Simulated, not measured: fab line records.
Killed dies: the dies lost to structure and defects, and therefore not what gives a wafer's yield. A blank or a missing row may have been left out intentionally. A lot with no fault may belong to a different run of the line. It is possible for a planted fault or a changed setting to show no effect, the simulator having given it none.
fab line records	flow n5_finfet
record: lots: 11	wafers: 31	last_day: 21
route steps=1938 shown BEOL_M14@1764 PASSIVATION@1909
lots that met no fault: from a run of the same line without faults
start_h: the number of hours between the record's first day and the start of the first shown wafer of the lot	wait_h: how many hours have passed since the lot's step before this one	" repeats the value in the row above	L1.1+2: a row that stands for several wafers	- no value, or no start given	* or withheld: withheld	< > ~ a bound
route shown NAME@n: NAME is a module with steps in the file, n the number in the route of the first one	usual: mean and standard deviation over wafers with no fault	same: alike in all rows	chamber/n: place in a boat	sites: the reading at each site	_std_site: the values' standard deviation	_edge_site: outer sites' mean less inner sites'	radius_mm: for every site, how far away it sits from the centre of the wafer	mask NAME#n: copy n	behind: tool/chamber where the wafer was last shaped	hold: why the lot was held/for how many hours/how that ended	device: the transistor (n, p or np) that didn't switch	end of line: the tests these same wafers got at the end of their route	where a step has no rows: the recipe by itself	killed: not the wafer's yield, but the dies lost to structure and defects at the first sort	map: shows each die of a wafer: x if killed, . if not, _ if none is there
set.NAME: the run value of the setting; set.NAME@STEP: its run value at that earlier step	model.NAME: the simulator's own value behind a step, which no gauge read
one table for each step of the route and one row for each wafer, over a sample of lots
services: a tool's chamber out of use, with start hour (start_h, from the record's first day; less than 0 if before it), hours out, and reason
== steps ==
step: N5_BEOL_M14_SPUTTER_45
recipe: material: Cu	target_thk_a: 1000	temp_c: -20	bias_v: 60	power_w: 26000	chamber_pressure_pa: 0.13	time_s: 16.67
usual: throttle_valve_pct: 29.9/0.79
lot.wafer	tool	chamber	start_h	wait_h	throttle_valve_pct
L985.1	pvd_sputter-01	-	329.73	0.0	29.6
L985.4	"	-	"	"	29.5
L985.6	"	-	"	"	29.6
L988.2	pvd_sputter-03	-	344.55	0.0	31.1
L988.3	"	-	"	"	29.5
L988.5	"	-	"	"	28.7
L986.2	pvd_sputter-02	-	347.12	0.0	29.7
L986.4	"	-	"	"	29.4
L989.2	pvd_sputter-02	-	358.78	0.0	30.7
L989.4	"	-	"	"	29.5
L989.5	"	-	"	"	30.5
L993.3	pvd_sputter-03	-	382.01	0.0	29.6
L993.4	"	-	"	"	28.7
L993.6	"	-	"	"	28.9
L990.4	pvd_sputter-03	-	385.48	0.0	28.7
L990.5	"	-	"	"	28.7
L990.6	"	-	"	"	29.7
L992.3	pvd_sputter-03	-	406.24	0.0	28.6
L992.5	"	-	"	"	31.2
L992.6	"	-	"	"	30.2
L100.2	pvd_sputter-03	-	445.38	0.0	31.3
L100.4	"	-	"	"	30.5
L104.2	pvd_sputter-01	-	469.29	0.0	29.5
L104.3	"	-	"	"	29.6
L104.6	"	-	"	"	29.5
L106.1	pvd_sputter-02	-	469.85	0.0	30.3
L106.2	"	-	"	"	29.7
L106.6	"	-	"	"	29.7
L108.4	pvd_sputter-02	-	481.76	0.0	30.5
L108.5	"	-	"	"	30.4
L108.6	"	-	"	"	29.6
step: N5_PASSIVATION_AL_ETCH_33
recipe: chemistry: Cl2/BCl3	target_depth_a: 28000	over_etch_frac: 0.15	Cl2_flow_sccm: 180	bcl3_flow_sccm: 60	target: Al	stop_on: TaN	time_s: 466.7	ion_energy_ev: 100	pressure_mtorr: 10	icp_w: 900	bias_w: 100
usual: drypump_motor_current_A: 6.2/0.43	oes_product_au: 0.75/0.043	throttle_valve_pct: 34.1/0.32
lot.wafer	tool	chamber	start_h	wait_h	drypump_motor_current_A	oes_product_au	rf_hours_counter_h	throttle_valve_pct
L985.1	rie_metal-02	1	351.68	0.1	5.7	0.78	25	34.2
L985.4	"	0	"	"	6.6	0.77	-	33.8
L985.6	"	1	"	"	5.7	0.77	-	34.2
L988.2	rie_metal-01	1	362.26	0.1	6.7	0.81	10	34.7
L988.3	"	0	"	"	6.0	0.77	-	34.1
L988.5	"	0	"	"	6.1	0.77	-	34.1
L986.2	rie_metal-01	1	365.63	0.1	6.7	0.83	11	34.6
L986.4	"	0	"	"	6.1	0.75	-	34.1
L989.2	rie_metal-02	0	372.01	0.1	6.6	0.76	15	33.8
L989.4	"	0	"	"	6.6	0.79	-	33.7
L989.5	"	0	"	"	6.6	0.75	-	33.8
L993.3	rie_metal-02	1	401.63	0.2	5.7	0.74	-	34.2
L993.4	"	0	"	"	6.6	0.76	-	33.7
L993.6	"	1	"	"	5.7	0.75	-	34.2
L990.4	rie_metal-01	1	405.26	0.2	6.8	0.80	-	34.7
L990.5	"	1	"	"	6.7	0.79	-	34.7
L990.6	"	0	"	"	6.0	0.75	-	34.1
L992.3	rie_metal-03	1	425.54	0.2	5.6	0.86	-	33.8
L992.5	"	0	"	"	6.2	0.72	-	34.3
L992.6	"	1	"	"	5.6	0.84	-	33.8
L100.2	rie_metal-03	1	462.77	0.1	5.5	0.82	4	33.8
L100.4	"	1	"	"	5.6	0.82	-	33.8
L104.2	rie_metal-02	1	490.14	0.1	5.7	0.72	38	34.2
L104.3	"	0	"	"	6.6	0.73	-	33.8
L104.6	"	0	"	"	6.6	0.72	-	33.8
L106.1	rie_metal-02	0	490.72	0.1	6.5	0.72	26	33.8
L106.2	"	1	"	"	5.7	0.72	38	34.3
L106.6	"	0	"	"	6.6	0.73	-	33.8
L108.4	rie_metal-02	1	501.66	0.2	5.7	0.73	-	34.2
L108.5	"	0	"	"	6.6	0.72	-	33.8
L108.6	"	1	"	"	5.8	0.72	-	34.3
step: N5_PASSIVATION_INSPECT_67
recipe: mode: adi	inspect_instrument: macro
usual: raw_defect_count: 1.9/1.2
lot.wafer	tool	chamber	start_h	wait_h	raw_defect_count
L985.1	defect_inspect-02	-	353.37	0.0	3
L985.4	"	-	"	"	1
L985.6	"	-	"	"	2
L988.2	defect_inspect-02	-	364.13	0.0	2
L988.3	"	-	"	"	2
L988.5	"	-	"	"	2
L986.2	defect_inspect-02	-	367.40	0.0	5
L986.4	"	-	"	"	1
L989.2	defect_inspect-01	-	373.78	0.0	3
L989.4	"	-	"	"	2
L989.5	"	-	"	"	1
L993.3	defect_inspect-02	-	403.11	0.0	2
L993.4	"	-	"	"	3
L993.6	"	-	"	"	2
L990.4	defect_inspect-01	-	407.36	0.0	1
L990.5	"	-	"	"	0
L990.6	"	-	"	"	2
L992.3	defect_inspect-02	-	427.05	0.0	2
L992.5	"	-	"	"	3
L992.6	"	-	"	"	2
L100.2	defect_inspect-01	-	464.53	0.0	1
L100.4	"	-	"	"	2
L104.2	defect_inspect-02	-	491.76	0.0	1
L104.3	"	-	"	"	2
L104.6	"	-	"	"	5
L106.1	defect_inspect-02	-	492.47	0.0	3
L106.2	"	-	"	"	0
L106.6	"	-	"	"	1
L108.4	defect_inspect-02	-	503.16	0.0	2
L108.5	"	-	"	"	2
L108.6	"	-	"	"	3
step: N5_PASSIVATION_PASS_ETCH_47
recipe: chemistry: CF4/O2	target: SiNx	target_depth_a: 7700	time_s: 385	ion_energy_ev: 100	pressure_mtorr: 40	source_w: 535	bias_w: 49	Ar_flow_sccm: 100	cf4_flow_sccm: 100	O2_flow_sccm: 10
usual: drypump_motor_current_A: 5.70/0.2	oes_product_au: 0.80/0.073	rf_vpp_V: 239/8.2	showerhead_plenum_p_Torr: 2.16/0.062	throttle_valve_pct: 15.87/0.23
lot.wafer	tool	chamber	start_h	wait_h	drypump_motor_current_A	oes_product_au	rf_hours_counter_h	rf_vpp_V	showerhead_plenum_p_Torr	throttle_valve_pct
L985.1	rie_diel-03	1	353.44	0.0	5.77	0.74	183	228	2.10	16.08
L985.4	"	2	"	"	5.96	0.69	238	239	2.25	16.06
L985.6	"	2	"	"	5.96	0.69	-	240	2.25	16.05
L988.2	rie_diel-03	1	364.37	0.0	5.77	0.73	187	229	2.10	16.08
L988.3	"	2	"	"	5.95	0.69	242	240	2.25	16.07
L988.5	"	1	"	"	5.75	0.74	-	228	2.10	16.08
L986.2	rie_diel-01	2	367.47	0.0	5.64	0.70	227	251	2.18	16.39
L986.4	"	1	"	"	5.54	0.77	134	257	2.29	16.01
L989.2	rie_diel-03	2	373.85	0.0	5.96	0.69	245	240	2.25	16.05
L989.4	"	1	"	"	5.76	0.73	189	230	2.10	16.10
L989.5	"	3	"	"	5.64	0.74	-	235	2.10	15.94
L993.3	rie_diel-04	0	403.18	0.0	5.86	0.83	84	242	2.14	16.00
L993.4	"	1	"	"	5.88	0.85	-	243	2.12	15.64
L993.6	"	2	"	"	5.40	0.87	-	246	2.24	15.67
L990.4	rie_diel-04	1	407.69	0.1	5.92	0.84	-	244	2.12	15.64
L990.5	"	0	"	"	5.86	0.82	-	243	2.14	15.99
L990.6	"	2	"	"	5.40	0.87	-	245	2.24	15.68
L992.3	rie_diel-03	3	427.19	0.0	5.66	0.72	218	235	2.09	15.99
L992.5	"	2	"	"	5.98	0.95	-	241	2.25	15.60
L992.6	"	1	"	"	5.77	0.72	-	228	2.09	16.13
L100.2	rie_diel-01	3	464.60	0.0	5.87	0.81	89	251	2.15	15.65
L100.4	"	2	"	"	5.65	0.95	5	252	2.17	15.93
L104.2	rie_diel-04	1	491.82	0.0	5.89	0.80	107	243	2.11	15.71
L104.3	"	2	"	"	5.38	0.83	87	246	2.23	15.75
L104.6	"	2	"	"	5.38	0.83	-	243	2.23	15.75
L106.1	rie_diel-04	1	493.13	0.0	5.93	0.80	108	244	2.11	15.71
L106.2	"	2	"	"	5.41	0.83	88	246	2.23	15.73
L106.6	"	2	"	"	5.42	0.83	-	245	2.23	15.76
L108.4	rie_diel-03	0	503.31	0.0	5.52	0.83	67	231	2.14	15.63
L108.5	"	3	"	"	5.64	0.70	-	235	2.08	16.04
L108.6	"	2	"	"	5.97	0.87	-	239	2.24	15.67
step: N5_PASSIVATION_PROBE_49
usual: defect_limited_yield: 90.9/1.6	killed_at_M0_to_M3: 37/11	killed_at_M4_up: 15/5.6	killed_at_contacts: 13/6.4	killed_at_front_end: 39/11	killed_at_other: 4/3.1	killed_dies: 107/19	killed_open: 71/14	killed_short: 34/7.8	sort_bin_4_leakage: 0.01/0.053	sort_bin_5_function: 5.3/1	sort_bin_6_memory: 3.4/0.72	sort_bin_8_speed: 0.0/0.42	sort_n_pass: 1072/20	sort_yield_pct: 90.9/1.7
same: gross_dies: 1180	killed_at_back_side: 0
lot.wafer	tool	chamber	start_h	wait_h	defect_limited_yield[%]	killed_at_M0_to_M3	killed_at_M4_up	killed_at_contacts	killed_at_front_end	killed_at_other	killed_dies	killed_open	killed_short	sort_bin_4_leakage[%]	sort_bin_5_function[%]	sort_bin_6_memory[%]	sort_bin_8_speed[%]	sort_n_pass	sort_yield_pct[%]
L100.2	prober-02	-	467.65	0.1	93.1	21	31	11	17	2	82	40	23	0	4.5	2.1	0	1098	93.1
L100.4	prober-02	-	467.75	0.2	92.3	17	30	3	40	1	91	47	26	0	4.9	2.5	0	1089	92.3
killed by level:class
L100.2 BEOL_M14:interface_void_opened=19 FIN_SAQP:geometric_particle:short=9 MOL_CONTACT_COAG:geometric_particle:open=9 BEOL_M2:geometric_particle:open=7 BEOL_M3:geometric_particle:open=4 BEOL_M4:geometric_particle:open=4 BEOL_M0:geometric_particle:open=3 BEOL_M1:geometric_particle:short=3
L100.4 BEOL_M14:interface_void_opened=18 STI_FIN_REVEAL:geometric_particle:open=10 FIN_SAQP:geometric_particle:open=5 ILD0:geometric_particle:short=5 ILD0:geometric_particle:open=4 BEOL_M0:geometric_particle:open=4 BEOL_M2:geometric_particle:open=3 BEOL_M4:geometric_particle:open=3
== services ==
tool	chamber	start_h	hours	kind
rie_diel-03	0	309.46	-	clean
rie_diel-03	0	309.46	-	consumable_replace:focus_ring
rie_diel-03	0	309.46	30.7	scheduled_down
rie_diel-03	0	309.46	30.7	vent_cycle
rie_metal-02	0	324.89	7.6	repair
rie_diel-04	2	332.82	4.0	repair
rie_diel-03	2	390.73	-	clean
rie_diel-03	2	390.73	-	consumable_replace:focus_ring
rie_diel-03	2	390.73	25.9	scheduled_down
rie_diel-03	2	390.73	25.9	vent_cycle
rie_diel-01	0	394.03	3.4	repair
rie_metal-03	1	402.05	-	clean
rie_metal-03	1	402.05	14.9	scheduled_down
rie_metal-03	1	402.05	14.9	vent_cycle
rie_diel-04	3	403.00	26.1	repair
rie_diel-01	1	409.37	8.5	repair
rie_diel-03	1	417.77	8.0	repair
rie_diel-01	2	426.22	-	clean
rie_diel-01	2	426.22	-	consumable_replace:focus_ring
rie_diel-03	2	439.39	1.4	repair
pvd_sputter-02	-	472.31	0.6	repair
rie_diel-04	3	476.30	4.0	repair
pvd_sputter-01	-	481.99	1.0	repair
pvd_sputter-02	-	499.08	2.0	repair
== key ==
first_sign: step: N5_PASSIVATION_PROBE_49	reading: killed_at_M4_up	direction: up	sigmas: 2.8	usual: 15	struck: 30
effect none on later readings
met_at N5_BEOL_M14_SPUTTER_45
struck_lots L100
struck_wafers L100.2,L100.4
not_acting_at N5_PASSIVATION_AL_ETCH_33,N5_PASSIVATION_INSPECT_67,N5_PASSIVATION_PASS_ETCH_47
onset_between 406.24 445.38
fault: kind: process_parameter_drift	tool: pvd_sputter-03	chamber: -	onset_h: 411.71	steps: N5_BEOL_M14_SPUTTER_45	channel: time_s	offset: *	shape: step	end_h: 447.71	scope: struck_wafers_only	acts_in: *	stated: *
